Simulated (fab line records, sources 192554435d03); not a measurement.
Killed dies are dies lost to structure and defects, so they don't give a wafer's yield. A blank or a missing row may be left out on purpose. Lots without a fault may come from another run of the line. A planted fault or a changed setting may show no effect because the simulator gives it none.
Problem report in the 8D (eight disciplines) form, filled by code | flow n5_finfet | the parts of the form that need people (team, actions taken, sign-off) are left out

1. THE PROBLEM
IOFF_N at N5_BEOL_M4_RC_MEAS_101 reads a mean of 1.68 nA/um on 6 wafers of 2 lots; wafers without a fault read 0.17 nA/um with a standard deviation of 0.032. That is +47 standard deviations from the usual mean.
First seen on wafer L354.2, day 10 15:55, on prober-01. The record holds 27 wafers of 9 lots with a number at this step. Rule for "out", or "out of limits": more than 4 standard deviations from the usual mean. The other wafers with a number count as sound.

2. WHAT IT IS AND WHAT IT IS NOT
question                    | is                                               | is not
which readings at this step | IOFF_N, CJ_N, DIBL_N, IOFF_N_85C, RS_PWELL, SS_N | DIBL_P, IOFF_P, ION_P, VT_N, VT_P
which lots                  | L354, L356                                       | L345, L351, L352, L355, L357, L364, L366
which wafers of those lots  | all that have a number                           | -
read on which gauges        | prober-01, prober-02                             | -
when                        | from day 10 15:55                                | up to then (9 sound wafers); but 12 sound wafers of L355, L357, L364, L366 came after

3. SUSPECTS, AND WHAT RULES EACH OUT
Counting: a tool at a process step up to the reading stays a suspect if it ran every lot that is out and no sound lot after the first of them.
- the gauge at N5_BEOL_M4_RC_MEAS_101: ruled out. The wafers that are out were read on 2 gauges (prober-01, prober-02).
- implanter-02 at N5_WELL_APT_IMPLANT_32: ruled out as a lasting fault. Sound lots L366 ran on it after its first lot that is out, L354 (day 4 09:30).
Left after counting: nothing in the record.

4. THE CAUSE (what the simulator had put in)
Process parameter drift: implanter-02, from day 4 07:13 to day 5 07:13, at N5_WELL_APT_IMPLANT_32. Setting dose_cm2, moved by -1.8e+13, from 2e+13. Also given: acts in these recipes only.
Counting ruled it out, wrongly: the rule takes a fault to strike every lot that its tool runs from its start on, and this one did not.

5. THE CHAIN OF EFFECTS, in route order
Each row: a reading whose mean over the struck wafers that have a number lies more than 3 standard deviations from the usual. Only readings for which the record gives a usual standard deviation are gone through. hours: the time from each lot's start at the first step in this table that gives one to its start at this step, as a median over the lots. sigmas: the change in usual standard deviations.
hours | step                    | reading            | usual       | on struck wafers | change      | sigmas
0     | N5_WELL_APT_IMPLANT_32  | dose_ions_cm2      | 2.0001e+13  | 2.0030e+12       | -1.7998e+13 | -99 or more
0     | N5_WELL_APT_IMPLANT_32  | faraday_current_uA | 254         | 25               | -229        | -50
153   | N5_BEOL_M4_RC_MEAS_101  | CJ_N               | 4.34        | 1.39             | -2.95       | -31
153   | N5_BEOL_M4_RC_MEAS_101  | DIBL_N             | 36.9 mV/V   | 55.4             | +18.5       | +11
153   | N5_BEOL_M4_RC_MEAS_101  | IOFF_N             | 0.17 nA/um  | 1.68             | +1.51       | +47
153   | N5_BEOL_M4_RC_MEAS_101  | IOFF_N_85C         | 3.3 nA/um   | 22.0             | +18.7       | +36
153   | N5_BEOL_M4_RC_MEAS_101  | IOFF_N_LIN         | 0.077 nA/um | 0.151            | +0.074      | +6.2
153   | N5_BEOL_M4_RC_MEAS_101  | RS_PWELL           | 3012 ohm/sq | 3200             | +188        | +7.2
153   | N5_BEOL_M4_RC_MEAS_101  | SS_N               | 71.7 mV/dec | 92.2             | +20.5       | +34
253   | N5_PASSIVATION_PROBE_49 | sort_bin_4_leakage | 0.00 %      | 91.40            | +91.40      | +99 or more
253   | N5_PASSIVATION_PROBE_49 | sort_n_pass        | 1082        | 8                | -1074       | -63
253   | N5_PASSIVATION_PROBE_49 | sort_yield_pct     | 91.7 %      | 0.7              | -91.0       | -65
The process steps in it:
- N5_WELL_APT_IMPLANT_32
- N5_PASSIVATION_PROBE_49

6. WHAT WOULD HAVE CAUGHT IT SOONER
In this record the first reading out of limits at a measuring or inspecting step was taken at day 10 15:55, 153 hours after the fault began at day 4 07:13.
The tool's own readings at N5_WELL_APT_IMPLANT_32 were out on every struck wafer that the step has a row for (dose_ions_cm2, faraday_current_uA): an alarm limit on them would have fired on the first of those.
